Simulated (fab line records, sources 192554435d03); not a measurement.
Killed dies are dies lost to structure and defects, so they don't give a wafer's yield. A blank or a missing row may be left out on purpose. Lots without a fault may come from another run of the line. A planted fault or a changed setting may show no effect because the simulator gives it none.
fab line records | flow n5_finfet
record lots=7 wafers=21
route steps=1938 shown PASSIVATION@1921
start_h: hours from the record's first day to the start of the lot's first wafer shown | wait_h: hours since the lot's step before | " the same as in the row above | L1.1+2: a row that stands for several wafers | - no value, or no start given | * or withheld: withheld | < > ~ a bound
route shown NAME@n: a module of which the file shows steps, and the number in the route of the first | usual: mean/standard deviation of fault-free wafers | same: alike in all rows | chamber/n: place in a boat | sites: the reading at each site | _std_site: their standard deviation | _edge_site: outer sites' mean less inner sites' | radius_mm: how far each site lies from the wafer's centre | mask NAME#n: copy n | behind: the tool/chamber that last shaped the wafer | hold: why the lot was held/for how many hours/how that ended | device: the transistor (n, p or np) that didn't switch | end of line: the same wafers' tests at the end of the route | a step without rows: its recipe alone | killed: dies lost to structure and defects at the first sort, not the wafer's yield | map: a wafer's dies, x killed, . not, _ none there
set.NAME: the setting as run; set.NAME@STEP: as run at that earlier step | model.NAME: the simulator's own value behind a step, which no gauge read
lots whose settings were changed on purpose; a table a step, a row a wafer
## steps
# step N5_PASSIVATION_EXPOSE_41
# recipe mask_id=PASS_OPEN na=0.55 defocus_nm=0 source_shape=conventional sigma_outer=0.8 polarization=unpolarized target_cd_nm=40000 dose_mj=57.25
# columns lot.wafer tool chamber start_h wait_h mask set.dose_mj
L079.1+6 krf_scanner-02 0 285.96 - PASS_OPEN#0 57.25
L079.2 " 0 " " PASS_OPEN#0 60.59
L078.1+4+5 krf_scanner-01 0 286.59 - PASS_OPEN#0 59.1
L080.1+2+3 krf_scanner-02 0 304.26 - PASS_OPEN#0 57.25
L082.2+4+6 krf_scanner-01 0 312.40 - PASS_OPEN#0 57.25
L083.1+6 krf_scanner-01 0 327.98 - PASS_OPEN#0 57.25
L083.5 " 0 " " PASS_OPEN#0 59.28
L085.4+6 krf_scanner-01 0 328.11 - PASS_OPEN#0 61.48
L085.5 " 0 " " PASS_OPEN#0 57.25
L097.2+5 krf_scanner-01 0 399.53 - PASS_OPEN#0 57.25
L097.3 " 0 " " PASS_OPEN#0 53.79
# step N5_PASSIVATION_PEB_42
# recipe peb_temp_c=withheld peb_time_s=*
# step N5_PASSIVATION_DEVELOP_43
# recipe develop_time_s=60 rinse_liquid=diw dry=air_spin dev_temp_c=21
# step N5_PASSIVATION_HARDBAKE_45
# recipe temp_c=130 time_s=120
# step N5_PASSIVATION_CD_MEAS_44
# recipe target_cd_nm=40000 landing_energy_ev=500 detector=se_inlens
# usual cd_nm=40001/3.4
# columns lot.wafer tool chamber start_h wait_h set.dose_mj@PASSIVATION_EXPOSE_41 cd_nm
L079.1 cd_sem-01 0 286.14 - 57.25 40001
L079.2 " 0 " " 60.59 40023
L079.6 " 0 " " 57.25 39998
L078.1 cd_sem-02 0 286.77 - 59.1 40017
L078.4 " 0 " " 59.1 40017
L078.5 " 0 " " 59.1 40024
L080.1 cd_sem-01 0 304.45 - 57.25 39997
L080.2 " 0 " " 57.25 40004
L080.3 " 0 " " 57.25 40005
L082.2 cd_sem-02 0 312.57 - 57.25 40009
L082.4 " 0 " " 57.25 40005
L082.6 " 0 " " 57.25 40001
L083.1 cd_sem-01 0 328.16 - 57.25 40000
L083.5 " 0 " " 59.28 40018
L083.6 " 0 " " 57.25 40000
L085.4 cd_sem-02 0 328.27 - 61.48 40026
L085.5 " 0 " " 57.25 40004
L085.6 " 0 " " 61.48 40030
L097.2 cd_sem-03 0 399.70 - 57.25 39999
L097.3 " 0 " " 53.79 39974
L097.5 " 0 " " 57.25 39999
# step N5_PASSIVATION_SRD_72
# recipe dry=ipa_marangoni time_s=30 temp_c=23 rinse_liquid=diw
# step N5_PASSIVATION_ANNEAL_56
# recipe temp_c=400 time_s=1800 ambient=FGA idle_temp_c=300 ramp_up_c_per_min=5 ramp_down_c_per_min=3
# step N5_PASSIVATION_PROBE_49
# usual defect_limited_yield=91.3/1.5 killed_at_M0_to_M3=34/9.4 killed_at_M4_up=13/5.3 killed_at_contacts=13/5.7 killed_at_front_end=40/10 killed_at_other=3.7/2.8 killed_dies=103/17 killed_open=67/13 killed_short=35/8.5 sort_bin_4_leakage=0.00/0.016 sort_bin_5_function=5.0/0.98 sort_bin_6_memory=3.3/0.7 sort_bin_8_speed=0.00/0.007 sort_n_pass=1077/17 sort_yield_pct=91.3/1.5
# same gross_dies=1180 killed_at_back_side=0
# columns lot.wafer tool chamber start_h wait_h set.time_s@PASSIVATION_PECVD_53 set.dose_mj@PASSIVATION_EXPOSE_41 defect_limited_yield[%] killed_at_M0_to_M3 killed_at_M4_up killed_at_contacts killed_at_front_end killed_at_other killed_dies killed_open killed_short sort_bin_4_leakage[%] sort_bin_5_function[%] sort_bin_6_memory[%] sort_bin_8_speed[%] sort_n_pass sort_yield_pct[%]
L079.1 prober-01 - 289.51 0.0 169.4 57.25 91.1 41 9 21 30 4 105 66 33 0 5.0 3.3 0 1075 91.1
L079.2 prober-01 - 289.56 0.1 169.4 60.59 73.8 244 7 12 43 3 309 66 34 0 22.5 3.1 0 871 73.8
L079.6 prober-01 - 289.76 0.3 176.9 57.25 90.2 32 12 14 39 19 116 73 31 0 6.6 2.9 0 1064 90.2
L078.1 prober-02 - 289.91 0.0 161.1 59.1 91.3 40 9 7 38 9 103 67 35 0 5.1 3.4 0 1077 91.3
L078.4 prober-02 - 290.06 0.2 169.4 59.1 92.2 23 14 8 40 7 92 61 31 0 3.7 3.7 0 1088 92.2
L078.5 prober-02 - 290.11 0.2 161.1 59.1 91.3 46 6 10 31 10 103 68 35 0 4.9 3.3 0 1077 91.3
L080.1 prober-01 - 307.59 0.0 169.4 57.25 92.8 26 13 12 31 3 85 45 39 0 3.2 3.1 0 1095 92.8
L080.2 prober-01 - 307.64 0.1 169.4 57.25 89.0 31 16 22 56 5 130 90 40 0 6.1 4.7 0 1050 89.0
L080.3 prober-01 - 307.69 0.1 169.4 57.25 92.5 31 14 12 23 8 88 60 26 0 4.8 2.3 0 1092 92.5
L082.2 prober-01 - 316.09 0.1 180.2 57.25 80.2 42 18 18 57 99 234 73 49 0.85 15.7 2.3 0 946 80.2
L082.4 prober-01 - 316.19 0.2 169.4 57.25 92.3 26 14 14 34 3 91 52 32 0.42 4.0 3.1 0 1089 92.3
L082.6 prober-01 - 316.29 0.3 169.4 57.25 88.9 43 13 14 55 6 131 71 50 0.59 5.5 4.6 0 1049 88.9
L083.1 prober-01 - 331.29 0.0 169.4 57.25 90.0 33 45 7 24 9 118 56 28 0 6.7 2.8 0 1062 90.0
L083.5 prober-01 - 331.49 0.2 169.4 59.28 93.0 40 7 3 30 3 83 38 44 0 4.3 2.4 0 1097 93.0
L083.6 prober-01 - 331.54 0.3 155.6 57.25 93.6 26 14 4 25 7 76 44 32 0 3.9 2.2 0 1104 93.6
L085.4 prober-02 - 331.79 0.2 169.4 61.48 90.8 27 33 9 34 5 108 70 34 0 6.4 2.6 0 1072 90.8
L085.5 prober-02 - 331.84 0.2 146.9 57.25 88.3 33 14 37 51 3 138 70 47 0 6.2 3.4 0 1042 88.3
L085.6 prober-02 - 331.89 0.3 146.9 61.48 90.4 47 11 10 39 6 113 83 30 0 5.4 3.9 0 1067 90.4
L097.2 prober-01 - 402.88 0.1 169.4 57.25 90.3 39 20 13 43 0 115 74 38 0 5.4 4.0 0.08 1065 90.3
L097.3 prober-01 - 402.93 0.1 156.5 53.79 88.1 38 23 16 60 4 141 88 52 0 7.8 3.7 0 1039 88.1
L097.5 prober-01 - 403.03 0.2 169.4 57.25 91.2 25 17 9 50 3 104 64 38 0 4.5 3.6 0.08 1076 91.2
# killed by level:class
L079.1 MOL_CONTACT_COAG:geometric_particle:open=18 BEOL_M0_SAQP:geometric_particle:short=9 STI_FIN_REVEAL:geometric_particle:open=9 BEOL_M0_SAQP:geometric_particle:open=9 FIN_SAQP:geometric_particle:short=7 BEOL_M0:geometric_particle:open=6 BEOL_M2:geometric_particle:open=5 BEOL_M3:geometric_particle:open=5
L079.2 BEOL_M0_SAQP:area_ald=208 BEOL_M2:geometric_particle:open=10 STI_FIN_REVEAL:geometric_particle:open=10 MOL_CONTACT_COAG:geometric_particle:open=10 BEOL_M3:geometric_particle:open=9 FIN_SAQP:geometric_particle:short=7 FIN_SAQP:geometric_particle:open=5 GATE_CUT:geometric_particle:short=5
L079.6 STI_FIN_REVEAL:geometric_particle:open=14 PASSIVATION:area_pecvd=10 BEOL_M1:geometric_particle:open=9 MOL_CONTACT_COAG:geometric_particle:open=8 STARTING-WAFER:geometric_particle:open=7 FIN_SAQP:geometric_particle:short=6 FIN_SAQP:geometric_particle:open=6 MOL_CONTACT_COAG:geometric_particle:short=6
L078.1 FIN_SAQP:geometric_particle:open=16 BEOL_M0_SAQP:geometric_particle:open=10 BEOL_M2:geometric_particle:open=9 FIN_SAQP:geometric_particle:short=7 BEOL_M2:geometric_particle:short=7 BEOL_M1:geometric_particle:open=6 MOL_CONTACT_COAG:geometric_particle:open=5 BEOL_M0_SAQP:geometric_particle:short=5
L078.4 FIN_SAQP:geometric_particle:open=15 BEOL_M0_SAQP:geometric_particle:open=10 MOL_CONTACT_COAG:geometric_particle:open=8 BEOL_M0_SAQP:geometric_particle:short=6 BEOL_M4:geometric_particle:open=5 FIN_SAQP:geometric_particle:short=4 BEOL_M5:geometric_particle:open=4 STI_FIN_REVEAL:geometric_particle:open=4
L078.5 BEOL_M0_SAQP:geometric_particle:open=18 BEOL_M0_SAQP:geometric_particle:short=14 STI_FIN_REVEAL:geometric_particle:open=10 BEOL_M1:geometric_particle:open=6 MOL_CONTACT_COAG:geometric_particle:open=6 FIN_SAQP:geometric_particle:open=5 FIN_SAQP:geometric_particle:short=4 ILD0:geometric_particle:open=4
L080.1 FIN_SAQP:geometric_particle:short=10 MOL_CONTACT_COAG:geometric_particle:open=8 BEOL_M2:geometric_particle:open=7 BEOL_M1:geometric_particle:short=6 BEOL_M1:geometric_particle:open=5 GATE_CUT:geometric_particle:short=5 BEOL_M0_SAQP:geometric_particle:short=5 FIN_SAQP:geometric_particle:open=4
L080.2 MOL_CONTACT_COAG:geometric_particle:open=17 FIN_SAQP:geometric_particle:open=11 STI_FIN_REVEAL:geometric_particle:open=10 BEOL_M1:geometric_particle:open=10 FIN_SAQP:geometric_particle:short=8 BEOL_M4:geometric_particle:open=8 GATE_CUT:geometric_particle:short=6 DUMMY_GATE:geometric_particle:open=5
L080.3 MOL_CONTACT_COAG:geometric_particle:open=10 FIN_SAQP:geometric_particle:open=6 BEOL_M2:geometric_particle:open=6 BEOL_M1:geometric_particle:open=5 BEOL_M0_SAQP:geometric_particle:open=5 BEOL_M0_SAQP:geometric_particle:short=4 BEOL_M4:geometric_particle:open=4 STI_FIN_REVEAL:geometric_particle:open=3
L082.2 PASSIVATION:area_pecvd=98 FIN_SAQP:geometric_particle:short=19 MOL_CONTACT_COAG:geometric_particle:open=12 BEOL_M3:geometric_particle:open=11 M1:area_ald=10 BEOL_M0_SAQP:geometric_particle:open=7 FIN_SAQP:geometric_particle:open=6 MOL_CONTACT_COAG:geometric_particle:short=6
L082.4 MOL_CONTACT_COAG:geometric_particle:open=9 FIN_SAQP:geometric_particle:short=8 BEOL_M0_SAQP:geometric_particle:short=6 DUMMY_GATE:geometric_particle:open=5 MOL_CONTACT_COAG:geometric_particle:short=5 BEOL_M0_SAQP:geometric_particle:open=5 BEOL_M2:geometric_particle:open=5 M1:area_ald=5
L082.6 FIN_SAQP:geometric_particle:short=24 FIN_SAQP:geometric_particle:open=13 MOL_CONTACT_COAG:geometric_particle:open=11 BEOL_M3:geometric_particle:open=10 M1:area_ald=7 BEOL_M0_SAQP:geometric_particle:short=6 BEOL_M0_SAQP:geometric_particle:open=5 DUMMY_GATE:geometric_particle:open=5
L083.1 BEOL_M6:area_etch=34 BEOL_M0_SAQP:geometric_particle:short=10 BEOL_M2:geometric_particle:open=9 BEOL_M0_SAQP:geometric_particle:open=8 MOL_CONTACT_COAG:geometric_particle:open=7 FIN_SAQP:geometric_particle:short=6 ILD0:geometric_particle:open=5 BEOL_M4:geometric_particle:open=5
L083.5 BEOL_M0_SAQP:geometric_particle:open=13 BEOL_M0_SAQP:geometric_particle:short=11 ILD0:geometric_particle:short=8 FIN_SAQP:geometric_particle:short=5 BEOL_M1:geometric_particle:short=4 GATE_CUT:geometric_particle:short=3 BEOL_M1:geometric_particle:open=3 BEOL_M2:geometric_particle:open=3
L083.6 BEOL_M3:geometric_particle:open=8 STI_FIN_REVEAL:geometric_particle:open=5 BEOL_M2:geometric_particle:open=5 FIN_SAQP:geometric_particle:open=4 GATE_CUT:geometric_particle:short=4 BEOL_M0_SAQP:geometric_particle:short=4 BEOL_M1:geometric_particle:short=4 BEOL_M5:geometric_particle:short=4
L085.4 BEOL_M4:geometric_particle:open=18 BEOL_M2:geometric_particle:open=8 MOL_CONTACT_COAG:geometric_particle:open=7 BEOL_M0_SAQP:geometric_particle:short=7 FIN_SAQP:geometric_particle:short=6 DUMMY_GATE:geometric_particle:open=6 BEOL_M0_SAQP:geometric_particle:open=6 FIN_SAQP:geometric_particle:open=3
L085.5 MOL_CONTACT_COAG:area_ald=20 MOL_CONTACT_COAG:geometric_particle:open=13 FIN_SAQP:geometric_particle:short=12 FIN_SAQP:geometric_particle:open=10 BEOL_M0_SAQP:geometric_particle:open=8 BEOL_M4:geometric_particle:open=7 BEOL_M0_SAQP:geometric_particle:short=6 BEOL_M2:geometric_particle:open=6
L085.6 BEOL_M2:geometric_particle:open=25 STI_FIN_REVEAL:geometric_particle:open=10 MOL_CONTACT_COAG:geometric_particle:open=9 BEOL_M0_SAQP:geometric_particle:open=7 BEOL_M3:geometric_particle:open=6 BEOL_M4:geometric_particle:open=6 DUMMY_GATE:geometric_particle:open=5 BEOL_M0_SAQP:geometric_particle:short=5
L097.2 FIN_SAQP:geometric_particle:short=11 MOL_CONTACT_COAG:geometric_particle:open=11 BEOL_M2:geometric_particle:open=11 GATE_CUT:geometric_particle:short=9 GATE_CUT:geometric_particle:open=9 BEOL_M4:geometric_particle:open=9 BEOL_M0_SAQP:geometric_particle:open=8 BEOL_M1:geometric_particle:open=5
L097.3 BEOL_M2:geometric_particle:open=20 FIN_SAQP:geometric_particle:short=15 MOL_CONTACT_COAG:geometric_particle:open=13 BEOL_M4:geometric_particle:open=10 STI_FIN_REVEAL:geometric_particle:open=8 GATE_CUT:geometric_particle:short=8 GATE_CUT:geometric_particle:open=8 FIN_SAQP:geometric_particle:open=4
L097.5 FIN_SAQP:geometric_particle:short=11 DUMMY_GATE:geometric_particle:open=9 BEOL_M2:geometric_particle:open=8 BEOL_M4:geometric_particle:open=7 MOL_CONTACT_COAG:geometric_particle:open=7 BEOL_M1:geometric_particle:open=7 GATE_CUT:geometric_particle:short=6 GATE_CUT:geometric_particle:open=5
## key
split step=N5_PASSIVATION_EXPOSE_41 setting=dose_mj stated=57.25 by=wafer
response step=N5_PASSIVATION_CD_MEAS_44 reading=cd_nm change=+3.84 per=1% r=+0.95
response step=N5_PASSIVATION_PROBE_49 reading=killed_at_M0_to_M3 shape=bent at_lowest=38 at_stated=33 at_highest=37
split outside_this_file step=N5_PASSIVATION_PECVD_53 setting=time_s
# split outside_this_file: this setting was split too, and the file shows its column; the key of that split is in another file
